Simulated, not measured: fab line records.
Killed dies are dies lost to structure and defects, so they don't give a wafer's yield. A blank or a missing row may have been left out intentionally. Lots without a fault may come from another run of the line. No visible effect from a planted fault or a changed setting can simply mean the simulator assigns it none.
Comparing a struck lot with a sound one	flow n5 finfet	16 steps out of a route of 1938
Sound: wafers L872.2, L872.4, L872.5. Wafers struck: L880.1, L880.2, L880.6. The cause is named last.
For every step that has rows: the tool of each side, followed by ch and its chambers, followed by its first start. Under that, the readings that differ: sound wafers	struck wafers	difference of the means	sigmas: that difference in standard deviations of wafers without a fault.
alike: same words and numbers on both sides, and readings whose means sit less than 2 such deviations apart. not compared: any withheld reading, any reading some wafer has no value for, any bound like >300 that may hide the same value, and any number with overlapping values for which the record gives no deviation.
The two part at a step that has a row with sigmas, a row that says differs or no value, or rows on one side only. When numbers do not overlap yet have no deviation, they are printed without sigmas and do not part them. A reading missing from all wafers of one side parts the sides only when that side holds two or more wafers.

first, 8 steps without rows for these wafers: N5_HKMG_FIN_COAT_29 (time 60 s, resist thk 300 nm); N5_HKMG_FIN_COAT_30 (time 60 s, resist thk 35 nm); N5_HKMG_FIN_COAT_06 (resist thk 90 nm); N5_HKMG_FIN_EBR_08; N5_HKMG_FIN_SOFTBAKE_07 (time 60 s); N5_HKMG_FIN_EXPOSE_09 (exposes mask NWFM); N5_HKMG_FIN_PEB_10 (peb time 60 s); N5_HKMG_FIN_DEVELOP_11 (develop time 30 s).
N5_HKMG_FIN_CD_MEAS_12: target cd 92.8 nm.
  sound on cd sem-01 ch 0, day 4 19:55; struck on cd sem-01 ch 0, day 7 08:29
reading	sound	struck	difference	sigmas
cd nm (nm)	92.2 91.9 92.0	92.8 93.8 93.6	+1.4	+2
N5_HKMG_FIN_OVL_MEAS_13:
  sound on overlay-02 ch 0, day 4 19:56; struck on overlay-02 ch 0, day 7 08:31
  alike: NWFM_OVL
N5_HKMG_FIN_INSPECT_14: inspects for defects (macro).
  sound on defect inspect-01 at day 4 19:58; struck on defect inspect-02 at day 7 08:33
  alike: raw defect count
N5_HKMG_FIN_DESCUM_17: chemistry O2, time 7.9 s.
  sound on rie diel-06 ch 0,2,3, day 4 20:00; struck on rie diel-05 ch 0,2,3, day 7 08:49
  alike: drypump motor current A, oes product au, rf vpp V, showerhead plenum p Torr, throttle valve pct
  not compared: rf hours counter h
N5_HKMG_FIN_ETCH_31: etches SiARC in CF4, target depth 45.5 nm, time 75.8 s.
  sound on rie diel-06 ch 0,2,3, day 4 20:02; struck on rie diel-05 ch 0,2,3, day 7 08:51
  no value came back on the struck wafers for any of 8 readings (bias w (W), cf4 flow sccm (sccm) and others); on the sound wafers bias w (W) reads 36.07 35.96 36.06
reading	sound	struck	difference	sigmas
model.CAR-ArF_of_HKMG_FIN_COAT_06.thk nm (nm)	51.2 51.2 51	83.6 83.4 83.4	+32.3	
  not compared: rf hours counter h
N5_HKMG_FIN_ETCH_32: etches SOC in N2/H2, target depth 240 nm, time 300 s.
  sound on rie diel-06 ch 0,2,3, day 4 20:05; struck on rie diel-05 ch 0,2,3, day 7 08:55
  alike: bias w, chamber pressure mTorr, drypump motor current A, oes product au, rf vpp V, showerhead plenum p Torr, throttle valve pct
  not compared: rf hours counter h
N5_BEOL_M4_RC_MEAS_101:
  the record has rows for the sound wafers here (prober-02 ch 0, day 8 21:43) and none for the struck ones
-- record jumps: 10 days separate the struck wafers' starts on either side; left off in module BEOL_M4, taken up again in module PASSIVATION, whose first shown step is the route's number 1936 --
N5_PASSIVATION_PROBE_49:
  sound on prober-02 at day 14 09:43; struck on prober-02 at day 17 06:17
reading	sound	struck	difference	sigmas
defect limited yield (%)	91.4 89.9 90.3	0 0 0	-91	-65
killed at front end	38 52 51	1115 1131 1099	+1068	+97
killed dies	101 119 115	1180 1180 1180	+1068	+63
killed on rim	17 15 12	152 152 152	+137	+33
sort_bin_5_function (%)	4.9 5.3 6.5	96.6 96.6 95.2	+90.6	+92
sort n pass	1079 1061 1065	0 0 0	-1068	-51
sort yield pct (%)	91.4 89.9 90.3	0 0 0	-91	-53
  alike: killed_at_M0_to_M3, killed_at_M4_up, killed at contacts, killed at other, killed open, killed short, sort_bin_4_leakage, sort_bin_6_memory, sort_bin_8_speed

== WHERE THEY PART ==
Last at N5_PASSIVATION_PROBE_49 as far as this record goes, first at N5_HKMG_FIN_CD_MEAS_12.

WHY: what had been put in by the simulator
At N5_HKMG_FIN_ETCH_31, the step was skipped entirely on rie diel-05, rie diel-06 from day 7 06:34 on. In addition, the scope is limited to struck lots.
